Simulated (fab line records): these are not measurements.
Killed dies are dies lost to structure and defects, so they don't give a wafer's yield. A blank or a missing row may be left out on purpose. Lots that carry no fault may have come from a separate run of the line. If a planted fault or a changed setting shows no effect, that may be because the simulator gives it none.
Which tool was responsible? :: flow n5 finfet :: 24 lots, 72 wafers sampled, at 5 steps of a route of 1938

## WHAT THE GAUGES READ, wafer by wafer
N5_BEOL_M3_OVL_MEAS_29. Usual: V2_OVL typically reads -0.5 nm, with standard deviation 0.61.
lot: L074
measured: day 7 02:04
on: overlay-02
V2_OVL (nm): -0.4 -0.1 -0.5
flag: 

lot: L075
measured: day 7 03:18
on: overlay-01
V2_OVL (nm): -0.7 -0.6 -1.4
flag: 

lot: L077
measured: day 7 09:42
on: overlay-01
V2_OVL (nm): -0.3 -0.3 -1.5
flag: 

lot: L076
measured: day 7 11:16
on: overlay-02
V2_OVL (nm): 0.5 0.3 -0.2
flag: 

lot: L078
measured: day 8 02:11
on: overlay-02
V2_OVL (nm): 0.3 -0.3 -0.2
flag: 

lot: L080
measured: day 8 06:23
on: overlay-01
V2_OVL (nm): -1.4 -1.5 -1.5
flag: 

lot: L079
measured: day 8 06:28
on: overlay-02
V2_OVL (nm): -0.1 -0.8 -0.5
flag: 

lot: L081
measured: day 8 12:56
on: overlay-02
V2_OVL (nm): -0.6 -0.5 -0.9
flag: 

lot: L082
measured: day 8 20:17
on: overlay-01
V2_OVL (nm): -1.2 -0.7 -1.0
flag: 

lot: L083
measured: day 9 01:55
on: overlay-01
V2_OVL (nm): -0.6 -0.3 -0.1
flag: 

lot: L084
measured: day 9 18:09
on: overlay-01
V2_OVL (nm): -0.3 0.4 -0.4
flag: 

lot: L086
measured: day 9 21:57
on: overlay-01
V2_OVL (nm): -0.6 -0.8 -0.8
flag: 

lot: L085
measured: day 10 03:51
on: overlay-01
V2_OVL (nm): -0.4 -0.2 -0.1
flag: 

lot: L087
measured: day 10 08:23
on: overlay-01
V2_OVL (nm): -0.1 0.2 0.2
flag: 

lot: L088
measured: day 10 09:43
on: overlay-01
V2_OVL (nm): -1.5 -0.8 -1.4
flag: 

lot: L089
measured: day 10 16:56
on: overlay-02
V2_OVL (nm): -0.1 -0.7 0.5
flag: 

lot: L090
measured: day 10 23:19
on: overlay-01
V2_OVL (nm): 0.1 -0.9 -0.9
flag: 

lot: L091
measured: day 11 00:19
on: overlay-01
V2_OVL (nm): -0.2 0.4 -0.7
flag: 

lot: L093
measured: day 11 12:51
on: overlay-01
V2_OVL (nm): -1.4 -1.2 -1.9
flag: 

lot: L092
measured: day 11 17:28
on: overlay-01
V2_OVL (nm): 0.6 -0.2 -0.3
flag: 

lot: L094
measured: day 11 21:16
on: overlay-02
V2_OVL (nm): -0.5 -1.6 -1.4
flag: 

lot: L095
measured: day 12 20:14
on: overlay-01
V2_OVL (nm): -0.3 0.5 -0.3
flag: 

lot: L096
measured: day 13 02:35
on: overlay-02
V2_OVL (nm): -1.4 -1.1 -0.4
flag: 

lot: L097
measured: day 13 06:33
on: overlay-01
V2_OVL (nm): -0.4 0.1 -0.1
flag: 

N5_BEOL_M3_INSPECT_30: inspects for defects (brightfield). Usual: raw defect count reads 392 (standard deviation 90).
lot: L074
measured: day 7 02:07
on: defect inspect-01
raw defect count: 528 466 444
flag: 

lot: L075
measured: day 7 03:22
on: defect inspect-02
raw defect count: 491 455 450
flag: 

lot: L077
measured: day 7 09:46
on: defect inspect-02
raw defect count: 312 477 417
flag: 

lot: L076
measured: day 7 11:19
on: defect inspect-01
raw defect count: 513 358 386
flag: 

lot: L078
measured: day 8 02:15
on: defect inspect-01
raw defect count: 391 558 589
flag: 

lot: L080
measured: day 8 06:26
on: defect inspect-01
raw defect count: 480 392 374
flag: 

lot: L079
measured: day 8 06:31
on: defect inspect-02
raw defect count: 391 487 522
flag: 

lot: L081
measured: day 8 12:59
on: defect inspect-02
raw defect count: 437 427 381
flag: 

lot: L082
measured: day 8 20:19
on: defect inspect-02
raw defect count: 290 373 356
flag: 

lot: L083
measured: day 9 01:57
on: defect inspect-02
raw defect count: 307 358 394
flag: 

lot: L084
measured: day 9 18:12
on: defect inspect-01
raw defect count: 233 287 242
flag: 

lot: L086
measured: day 9 22:01
on: defect inspect-02
raw defect count: 437 293 308
flag: 

lot: L085
measured: day 10 03:54
on: defect inspect-02
raw defect count: 385 361 381
flag: 

lot: L087
measured: day 10 08:26
on: defect inspect-01
raw defect count: 480 425 422
flag: 

lot: L088
measured: day 10 09:46
on: defect inspect-01
raw defect count: 445 260 369
flag: 

lot: L089
measured: day 10 17:00
on: defect inspect-01
raw defect count: 436 374 387
flag: 

lot: L090
measured: day 10 23:22
on: defect inspect-02
raw defect count: 408 494 573
flag: 

lot: L091
measured: day 11 00:22
on: defect inspect-02
raw defect count: 386 423 221
flag: 

lot: L093
measured: day 11 12:54
on: defect inspect-01
raw defect count: 177 354 261
flag: 

lot: L092
measured: day 11 17:30
on: defect inspect-02
raw defect count: 523 641 588
flag: 

lot: L094
measured: day 11 21:19
on: defect inspect-02
raw defect count: 271 368 381
flag: 

lot: L095
measured: day 12 20:17
on: defect inspect-01
raw defect count: 406 376 264
flag: 

lot: L096
measured: day 13 02:38
on: defect inspect-01
raw defect count: 332 393 268
flag: 

lot: L097
measured: day 13 06:37
on: defect inspect-02
raw defect count: 402 425 419
flag: 

N5_BEOL_M3_OCD_MEAS_38. Usual: trench depth nm reads 55.2 nm (standard deviation 0.86).
lot: L074
measured: day 7 03:31
on: ocd-02
trench depth nm (nm): 57.1 55.8 55.8
flag: 

lot: L075
measured: day 7 04:13
on: ocd-02
trench depth nm (nm): 54.8 55.2 55.1
flag: 

lot: L077
measured: day 7 16:07
on: ocd-01
trench depth nm (nm): 54.3 55.6 55.2
flag: 

lot: L076
measured: day 7 16:05
on: ocd-02
trench depth nm (nm): 56.6 55.8 54.8
flag: 

lot: L078
measured: day 8 05:04
on: ocd-02
trench depth nm (nm): 55.2 55.2 55.4
flag: 

lot: L080
measured: day 8 09:53
on: ocd-02
trench depth nm (nm): 55.9 54.3 54.6
flag: 

lot: L079
measured: day 8 10:18
on: ocd-02
trench depth nm (nm): 57.1 56.2 55.7
flag: 

lot: L081
measured: day 8 14:04
on: ocd-01
trench depth nm (nm): 56.1 56.6 55.5
flag: 

lot: L082
measured: day 8 22:40
on: ocd-01
trench depth nm (nm): 53.1 55.3 55.9
flag: 

lot: L083
measured: day 9 07:05
on: ocd-02
trench depth nm (nm): 55.7 54.8 54.8
flag: 

lot: L084
measured: day 9 22:37
on: ocd-01
trench depth nm (nm): 55.3 54.8 54.7
flag: 

lot: L086
measured: day 9 23:21
on: ocd-02
trench depth nm (nm): 53.3 56.0 54.9
flag: 

lot: L085
measured: day 10 04:41
on: ocd-02
trench depth nm (nm): 54.6 55.1 54.2
flag: 

lot: L087
measured: day 10 09:32
on: ocd-01
trench depth nm (nm): 56.3 54.8 54.9
flag: 

lot: L088
measured: day 10 12:18
on: ocd-02
trench depth nm (nm): 54.7 54.3 54.2
flag: 

lot: L089
measured: day 10 22:08
on: ocd-02
trench depth nm (nm): 54.6 53.7 55.1
flag: 

lot: L090
measured: day 11 03:43
on: ocd-02
trench depth nm (nm): 56.1 54.2 54.4
flag: 

lot: L091
measured: day 11 03:49
on: ocd-02
trench depth nm (nm): 54.3 56.3 56.5
flag: 

lot: L093
measured: day 12 00:36
on: ocd-01
trench depth nm (nm): 54.4 56.8 54.2
flag: 

lot: L092
measured: day 12 04:56
on: ocd-01
trench depth nm (nm): 55.7 56.5 55.8
flag: 

lot: L094
measured: day 12 06:17
on: ocd-01
trench depth nm (nm): 55.3 53.7 56.2
flag: 

lot: L095
measured: day 12 23:19
on: ocd-01
trench depth nm (nm): 55.3 55.3 57.4
flag: 

lot: L096
measured: day 13 09:43
on: ocd-01
trench depth nm (nm): 54.5 56.4 54.1
flag: 

lot: L097
measured: day 13 10:43
on: ocd-01
trench depth nm (nm): 55.1 55.1 55.6
flag: 

## EACH LOT AND THE TOOL THAT RAN IT (in order: tool; ch and the chambers of the sampled wafers; start)
lot: L074
N5_BEOL_M3_ETCH_64: rie diel-05 ch 1,2,3, day 7 01:13
N5_BEOL_M3_STRIP_97: rie diel-04 ch 0,1,2, day 7 03:31 or earlier

lot: L075
N5_BEOL_M3_ETCH_64: rie diel-06 ch 0,1,3, day 7 02:26
N5_BEOL_M3_STRIP_97: rie diel-06 ch 1,2,3, day 7 04:13 or earlier

lot: L077
N5_BEOL_M3_ETCH_64: rie diel-06 ch 0,1,2, day 7 08:47
N5_BEOL_M3_STRIP_97: rie diel-06 ch 1,2,3, day 7 16:07 or earlier

lot: L076
N5_BEOL_M3_ETCH_64: rie diel-05 ch 1,2,3, day 7 10:34
N5_BEOL_M3_STRIP_97: rie diel-04 ch 0,1,3, day 7 16:05 or earlier

lot: L078
N5_BEOL_M3_ETCH_64: rie diel-06 ch 1,2,3, day 8 01:19
N5_BEOL_M3_STRIP_97: rie diel-06 ch 0,2, day 8 05:04 or earlier

lot: L080
N5_BEOL_M3_ETCH_64: rie diel-06 ch 0,1,2, day 8 05:37
N5_BEOL_M3_STRIP_97: rie diel-06 ch 0,3, day 8 09:53 or earlier

lot: L079
N5_BEOL_M3_ETCH_64: rie diel-05 ch 1,2,3, day 8 05:46
N5_BEOL_M3_STRIP_97: rie diel-04 ch 0,2,3, day 8 10:18 or earlier

lot: L081
N5_BEOL_M3_ETCH_64: rie diel-05 ch 0,1,3, day 8 11:31
N5_BEOL_M3_STRIP_97: rie diel-06 ch 0,3, day 8 14:04 or earlier

lot: L082
N5_BEOL_M3_ETCH_64: rie diel-04 ch 1,2,3, day 8 19:34
N5_BEOL_M3_STRIP_97: rie diel-05 ch 0,1, day 8 22:40 or earlier

lot: L083
N5_BEOL_M3_ETCH_64: rie diel-05 ch 1,2, day 9 01:11
N5_BEOL_M3_STRIP_97: rie diel-06 ch 0,1,2, day 9 07:05 or earlier

lot: L084
N5_BEOL_M3_ETCH_64: rie diel-04 ch 0,2,3, day 9 17:26
N5_BEOL_M3_STRIP_97: rie diel-06 ch 1,2,3, day 9 22:37 or earlier

lot: L086
N5_BEOL_M3_ETCH_64: rie diel-04 ch 1,2,3, day 9 21:12
N5_BEOL_M3_STRIP_97: rie diel-05 ch 0,1,3, day 9 23:21 or earlier

lot: L085
N5_BEOL_M3_ETCH_64: rie diel-05 ch 0,1,3, day 10 03:07
N5_BEOL_M3_STRIP_97: rie diel-06 ch 1,3, day 10 04:41 or earlier

lot: L087
N5_BEOL_M3_ETCH_64: rie diel-05 ch 0,2,3, day 10 07:15
N5_BEOL_M3_STRIP_97: rie diel-04 ch 0,1,3, day 10 09:32 or earlier

lot: L088
N5_BEOL_M3_ETCH_64: rie diel-04 ch 0,1,2, day 10 08:55
N5_BEOL_M3_STRIP_97: rie diel-06 ch 1,2,3, day 10 12:18 or earlier

lot: L089
N5_BEOL_M3_ETCH_64: rie diel-04 ch 0,1, day 10 16:07
N5_BEOL_M3_STRIP_97: rie diel-05 ch 0,1,2, day 10 22:08 or earlier

lot: L090
N5_BEOL_M3_ETCH_64: rie diel-04 ch 1,2,3, day 10 22:36
N5_BEOL_M3_STRIP_97: rie diel-06 ch 0,2,3, day 11 03:43 or earlier

lot: L091
N5_BEOL_M3_ETCH_64: rie diel-05 ch 2,3, day 10 23:37
N5_BEOL_M3_STRIP_97: rie diel-04 ch 1,2, day 11 03:49 or earlier

lot: L093
N5_BEOL_M3_ETCH_64: rie diel-06 ch 0,2,3, day 11 12:08
N5_BEOL_M3_STRIP_97: rie diel-06 ch 0,2,3, day 12 00:36 or earlier

lot: L092
N5_BEOL_M3_ETCH_64: rie diel-04 ch 0,2,3, day 11 16:47
N5_BEOL_M3_STRIP_97: rie diel-04 ch 0,1,2, day 12 04:56 or earlier

lot: L094
N5_BEOL_M3_ETCH_64: rie diel-05 ch 0,1,2, day 11 20:33
N5_BEOL_M3_STRIP_97: rie diel-05 ch 0,1,2, day 12 06:17 or earlier

lot: L095
N5_BEOL_M3_ETCH_64: rie diel-04 ch 1,2,3, day 12 19:31
N5_BEOL_M3_STRIP_97: rie diel-06 ch 0,1,2, day 12 23:19 or earlier

lot: L096
N5_BEOL_M3_ETCH_64: rie diel-05 ch 1,2,3, day 13 01:42
N5_BEOL_M3_STRIP_97: rie diel-06 ch 0,2,3, day 13 09:43 or earlier

lot: L097
N5_BEOL_M3_ETCH_64: rie diel-06 ch 0,1,2, day 13 05:45
N5_BEOL_M3_STRIP_97: rie diel-06 ch 1,3, day 13 10:43 or earlier
- N5_BEOL_M3_ETCH_64: etches SOC in N2/H2, target depth 75 nm, overetch 15 nm, time 112.5 s.
- N5_BEOL_M3_STRIP_97: strips in N2/H2, time 10 s.

## AS READ BY THE TOOLS THEMSELVES (means over the sampled wafers that have a number; for cases with no such wafer, the mark the record gives instead)
N5_BEOL_M3_ETCH_64. Usual: drypump motor current A is 5.7 A with standard deviation 0.41, h2 flow sccm is 200.0 sccm with standard deviation 0.56, oes product au is 0.62 a.u. with standard deviation 0.061, rf fwd power W is 836.4 W with standard deviation 2.9, rf vpp V is 523.8 V with standard deviation 2.4, showerhead plenum p Torr is 2.54 Torr with standard deviation 0.078, and throttle valve pct is 17.83 % with standard deviation 0.24.
lot: L074
tool: rie diel-05
drypump motor current A (A): 5.4
h2 flow sccm (sccm): 200.0
oes product au (a.u.): 0.65
rf fwd power W (W): 835.2
rf vpp V (V): 522.5
showerhead plenum p Torr (Torr): 2.49
throttle valve pct (%): 17.67
flag: 

lot: L075
tool: rie diel-06
drypump motor current A (A): 5.6
h2 flow sccm (sccm): 199.5
oes product au (a.u.): 0.58
rf fwd power W (W): 839.2
rf vpp V (V): 524.9
showerhead plenum p Torr (Torr): 2.57
throttle valve pct (%): 17.73
flag: 

lot: L077
tool: rie diel-06
drypump motor current A (A): 5.8
h2 flow sccm (sccm): 200.3
oes product au (a.u.): 0.57
rf fwd power W (W): 839.4
rf vpp V (V): 524.7
showerhead plenum p Torr (Torr): 2.56
throttle valve pct (%): 17.83
flag: 

lot: L076
tool: rie diel-05
drypump motor current A (A): 5.4
h2 flow sccm (sccm): 199.8
oes product au (a.u.): 0.65
rf fwd power W (W): 834.0
rf vpp V (V): 522.2
showerhead plenum p Torr (Torr): 2.49
throttle valve pct (%): 17.67
flag: 

lot: L078
tool: rie diel-06
drypump motor current A (A): 5.7
h2 flow sccm (sccm): 199.7
oes product au (a.u.): 0.59
rf fwd power W (W): 835.7
rf vpp V (V): 525.2
showerhead plenum p Torr (Torr): 2.57
throttle valve pct (%): 17.76
flag: 

lot: L080
tool: rie diel-06
drypump motor current A (A): 5.8
h2 flow sccm (sccm): 199.8
oes product au (a.u.): 0.57
rf fwd power W (W): 837.7
rf vpp V (V): 524.3
showerhead plenum p Torr (Torr): 2.56
throttle valve pct (%): 17.84
flag: 

lot: L079
tool: rie diel-05
drypump motor current A (A): 5.5
h2 flow sccm (sccm): 200.6
oes product au (a.u.): 0.63
rf fwd power W (W): 836.0
rf vpp V (V): 522.9
showerhead plenum p Torr (Torr): 2.49
throttle valve pct (%): 17.68
flag: 

lot: L081
tool: rie diel-05
drypump motor current A (A): 5.7
h2 flow sccm (sccm): 200.6
oes product au (a.u.): 0.60
rf fwd power W (W): 836.2
rf vpp V (V): 522.1
showerhead plenum p Torr (Torr): 2.51
throttle valve pct (%): 17.91
flag: 

lot: L082
tool: rie diel-04
drypump motor current A (A): 5.8
h2 flow sccm (sccm): 199.7
oes product au (a.u.): 0.64
rf fwd power W (W): 838.9
rf vpp V (V): 524.9
showerhead plenum p Torr (Torr): 2.55
throttle valve pct (%): 17.96
flag: 

lot: L083
tool: rie diel-05
drypump motor current A (A): 5.3
h2 flow sccm (sccm): 200.5
oes product au (a.u.): 0.64
rf fwd power W (W): 835.0
rf vpp V (V): 523.5
showerhead plenum p Torr (Torr): 2.52
throttle valve pct (%): 17.71
flag: 

lot: L084
tool: rie diel-04
drypump motor current A (A): 5.8
h2 flow sccm (sccm): 199.6
oes product au (a.u.): 0.67
rf fwd power W (W): 838.7
rf vpp V (V): 522.3
showerhead plenum p Torr (Torr): 2.50
throttle valve pct (%): 17.95
flag: 

lot: L086
tool: rie diel-04
drypump motor current A (A): 5.8
h2 flow sccm (sccm): 200.3
oes product au (a.u.): 0.62
rf fwd power W (W): 834.8
rf vpp V (V): 524.5
showerhead plenum p Torr (Torr): 2.55
throttle valve pct (%): 17.97
flag: 

lot: L085
tool: rie diel-05
drypump motor current A (A): 5.7
h2 flow sccm (sccm): 199.7
oes product au (a.u.): 0.59
rf fwd power W (W): 834.8
rf vpp V (V): 523.4
showerhead plenum p Torr (Torr): 2.50
throttle valve pct (%): 17.93
flag: 

lot: L087
tool: rie diel-05
drypump motor current A (A): 5.6
h2 flow sccm (sccm): 200.3
oes product au (a.u.): 0.63
rf fwd power W (W): 836.2
rf vpp V (V): 525.1
showerhead plenum p Torr (Torr): 2.55
throttle valve pct (%): 17.80
flag: 

lot: L088
tool: rie diel-04
drypump motor current A (A): 6.0
h2 flow sccm (sccm): 198.9
oes product au (a.u.): 0.63
rf fwd power W (W): 837.0
rf vpp V (V): 522.8
showerhead plenum p Torr (Torr): 2.52
throttle valve pct (%): 17.88
flag: 

lot: L089
tool: rie diel-04
drypump motor current A (A): 5.8
h2 flow sccm (sccm): 199.8
oes product au (a.u.): 0.57
rf fwd power W (W): 839.4
rf vpp V (V): 524.1
showerhead plenum p Torr (Torr): 2.57
throttle valve pct (%): 17.91
flag: 

lot: L090
tool: rie diel-04
drypump motor current A (A): 5.8
h2 flow sccm (sccm): 200.1
oes product au (a.u.): 0.62
rf fwd power W (W): 836.5
rf vpp V (V): 524.5
showerhead plenum p Torr (Torr): 2.54
throttle valve pct (%): 17.97
flag: 

lot: L091
tool: rie diel-05
drypump motor current A (A): 5.3
h2 flow sccm (sccm): 199.8
oes product au (a.u.): 0.66
rf fwd power W (W): 835.2
rf vpp V (V): 523.9
showerhead plenum p Torr (Torr): 2.53
throttle valve pct (%): 17.59
flag: 

lot: L093
tool: rie diel-06
drypump motor current A (A): 5.6
h2 flow sccm (sccm): 200.2
oes product au (a.u.): 0.63
rf fwd power W (W): 837.7
rf vpp V (V): 525.6
showerhead plenum p Torr (Torr): 2.62
throttle valve pct (%): 17.64
flag: 

lot: L092
tool: rie diel-04
drypump motor current A (A): 5.7
h2 flow sccm (sccm): 199.6
oes product au (a.u.): 0.65
rf fwd power W (W): 837.3
rf vpp V (V): 521.7
showerhead plenum p Torr (Torr): 2.49
throttle valve pct (%): 17.97
flag: 

lot: L094
tool: rie diel-05
drypump motor current A (A): 5.5
h2 flow sccm (sccm): 200.7
oes product au (a.u.): 0.59
rf fwd power W (W): 836.9
rf vpp V (V): 523.9
showerhead plenum p Torr (Torr): 2.53
throttle valve pct (%): 17.97
flag: 

lot: L095
tool: rie diel-04
drypump motor current A (A): 5.9
h2 flow sccm (sccm): 199.7
oes product au (a.u.): 0.68
rf fwd power W (W): 834.7
rf vpp V (V): 523.4
showerhead plenum p Torr (Torr): 2.54
throttle valve pct (%): 17.85
flag: 

lot: L096
tool: rie diel-05
drypump motor current A (A): 5.4
h2 flow sccm (sccm): 200.4
oes product au (a.u.): 0.61
rf fwd power W (W): 834.1
rf vpp V (V): 521.7
showerhead plenum p Torr (Torr): 2.47
throttle valve pct (%): 17.75
flag: 

lot: L097
tool: rie diel-06
drypump motor current A (A): 5.8
h2 flow sccm (sccm): 199.8
oes product au (a.u.): 0.61
rf fwd power W (W): 833.7
rf vpp V (V): 524.0
showerhead plenum p Torr (Torr): 2.55
throttle valve pct (%): 17.77
flag: 

N5_BEOL_M3_STRIP_97. Usual: drypump motor current A 5.7 A, standard deviation 0.38; h2 flow sccm 200.0 sccm, standard deviation 0.63; oes product au 0.76 a.u., standard deviation 0.084; rf vpp V 59.3 V, standard deviation 0.88; showerhead plenum p Torr 2.56 Torr, standard deviation 0.081; throttle valve pct 23.55 %, standard deviation 0.26.
lot: L074
tool: rie diel-04
drypump motor current A (A): 6.0
h2 flow sccm (sccm): 200.1
oes product au (a.u.): 0.72
rf vpp V (V): 59.4
showerhead plenum p Torr (Torr): 2.53
throttle valve pct (%): 23.75
flag: 

lot: L075
tool: rie diel-06
drypump motor current A (A): 5.6
h2 flow sccm (sccm): 199.8
oes product au (a.u.): 0.74
rf vpp V (V): 59.3
showerhead plenum p Torr (Torr): 2.57
throttle valve pct (%): 23.43
flag: 

lot: L077
tool: rie diel-06
drypump motor current A (A): 5.6
h2 flow sccm (sccm): 200.0
oes product au (a.u.): 0.74
rf vpp V (V): 59.5
showerhead plenum p Torr (Torr): 2.56
throttle valve pct (%): 23.42
flag: 

lot: L076
tool: rie diel-04
drypump motor current A (A): 5.5
h2 flow sccm (sccm): 199.8
oes product au (a.u.): 0.77
rf vpp V (V): 58.4
showerhead plenum p Torr (Torr): 2.55
throttle valve pct (%): 23.74
flag: 

lot: L078
tool: rie diel-06
drypump motor current A (A): 5.8
h2 flow sccm (sccm): 199.2
oes product au (a.u.): 0.71
rf vpp V (V): 59.1
showerhead plenum p Torr (Torr): 2.62
throttle valve pct (%): 23.55
flag: 

lot: L080
tool: rie diel-06
drypump motor current A (A): 5.5
h2 flow sccm (sccm): 200.3
oes product au (a.u.): 0.71
rf vpp V (V): 58.9
showerhead plenum p Torr (Torr): 2.63
throttle valve pct (%): 23.42
flag: 

lot: L079
tool: rie diel-04
drypump motor current A (A): 5.8
h2 flow sccm (sccm): 200.1
oes product au (a.u.): 0.87
rf vpp V (V): 59.9
showerhead plenum p Torr (Torr): 2.50
throttle valve pct (%): 23.78
flag: 

lot: L081
tool: rie diel-06
drypump motor current A (A): 5.6
h2 flow sccm (sccm): 199.9
oes product au (a.u.): 0.72
rf vpp V (V): 60.2
showerhead plenum p Torr (Torr): 2.63
throttle valve pct (%): 23.43
flag: 

lot: L082
tool: rie diel-05
drypump motor current A (A): 5.7
h2 flow sccm (sccm): 200.1
oes product au (a.u.): 0.71
rf vpp V (V): 59.2
showerhead plenum p Torr (Torr): 2.49
throttle valve pct (%): 23.91
flag: 

lot: L083
tool: rie diel-06
drypump motor current A (A): 5.8
h2 flow sccm (sccm): 200.4
oes product au (a.u.): 0.71
rf vpp V (V): 58.6
showerhead plenum p Torr (Torr): 2.55
throttle valve pct (%): 23.57
flag: 

lot: L084
tool: rie diel-06
drypump motor current A (A): 5.6
h2 flow sccm (sccm): 200.2
oes product au (a.u.): 0.72
rf vpp V (V): 59.8
showerhead plenum p Torr (Torr): 2.56
throttle valve pct (%): 23.45
flag: 

lot: L086
tool: rie diel-05
drypump motor current A (A): 5.7
h2 flow sccm (sccm): 199.8
oes product au (a.u.): 0.74
rf vpp V (V): 58.8
showerhead plenum p Torr (Torr): 2.50
throttle valve pct (%): 23.73
flag: 

lot: L085
tool: rie diel-06
drypump motor current A (A): 5.6
h2 flow sccm (sccm): 200.0
oes product au (a.u.): 0.74
rf vpp V (V): 59.1
showerhead plenum p Torr (Torr): 2.50
throttle valve pct (%): 23.48
flag: 

lot: L087
tool: rie diel-04
drypump motor current A (A): 5.5
h2 flow sccm (sccm): 199.8
oes product au (a.u.): 0.76
rf vpp V (V): 59.4
showerhead plenum p Torr (Torr): 2.54
throttle valve pct (%): 23.76
flag: 

lot: L088
tool: rie diel-06
drypump motor current A (A): 5.6
h2 flow sccm (sccm): 200.4
oes product au (a.u.): 0.72
rf vpp V (V): 59.3
showerhead plenum p Torr (Torr): 2.55
throttle valve pct (%): 23.46
flag: 

lot: L089
tool: rie diel-05
drypump motor current A (A): 5.5
h2 flow sccm (sccm): 200.3
oes product au (a.u.): 0.76
rf vpp V (V): 59.0
showerhead plenum p Torr (Torr): 2.53
throttle valve pct (%): 23.75
flag: 

lot: L090
tool: rie diel-06
drypump motor current A (A): 5.7
h2 flow sccm (sccm): 199.6
oes product au (a.u.): 0.80
rf vpp V (V): 58.8
showerhead plenum p Torr (Torr): 2.62
throttle valve pct (%): 23.34
flag: 

lot: L091
tool: rie diel-04
drypump motor current A (A): 6.3
h2 flow sccm (sccm): 200.3
oes product au (a.u.): 0.84
rf vpp V (V): 59.3
showerhead plenum p Torr (Torr): 2.52
throttle valve pct (%): 23.66
flag: 

lot: L093
tool: rie diel-06
drypump motor current A (A): 5.6
h2 flow sccm (sccm): 200.1
oes product au (a.u.): 0.79
rf vpp V (V): 59.6
showerhead plenum p Torr (Torr): 2.62
throttle valve pct (%): 23.35
flag: 

lot: L092
tool: rie diel-04
drypump motor current A (A): 6.0
h2 flow sccm (sccm): 199.9
oes product au (a.u.): 0.90
rf vpp V (V): 58.9
showerhead plenum p Torr (Torr): 2.51
throttle valve pct (%): 23.53
flag: 

lot: L094
tool: rie diel-05
drypump motor current A (A): 5.5
h2 flow sccm (sccm): 200.1
oes product au (a.u.): 0.75
rf vpp V (V): 59.3
showerhead plenum p Torr (Torr): 2.53
throttle valve pct (%): 23.76
flag: 

lot: L095
tool: rie diel-06
drypump motor current A (A): 5.8
h2 flow sccm (sccm): 199.9
oes product au (a.u.): 0.78
rf vpp V (V): 58.5
showerhead plenum p Torr (Torr): 2.55
throttle valve pct (%): 23.51
flag: 

lot: L096
tool: rie diel-06
drypump motor current A (A): 5.6
h2 flow sccm (sccm): 200.2
oes product au (a.u.): 0.78
rf vpp V (V): 59.0
showerhead plenum p Torr (Torr): 2.61
throttle valve pct (%): 23.38
flag: 

lot: L097
tool: rie diel-06
drypump motor current A (A): 5.4
h2 flow sccm (sccm): 199.8
oes product au (a.u.): 0.72
rf vpp V (V): 60.0
showerhead plenum p Torr (Torr): 2.55
throttle valve pct (%): 23.37
flag: 

## THE ANSWER, worked out from the rows above alone
Rule: take the mean of a lot's wafers that have a number; if it is more than 3 standard deviations from the usual mean, the lot is off. A lot without any number at a reading at which 4 lots or more have one is off too. Any other lot the step has rows for is counted as sound. First the gauges in route order, then the tools' own readings, where a lot's mean is used as printed above. At the first step where some lot is off, the reading lying furthest off is the one used; lots without a number count as furthest.
Across all readings shown, no lot is off: no conclusion can be drawn from this.

## WHAT THE SIMULATOR HAD PUT IN
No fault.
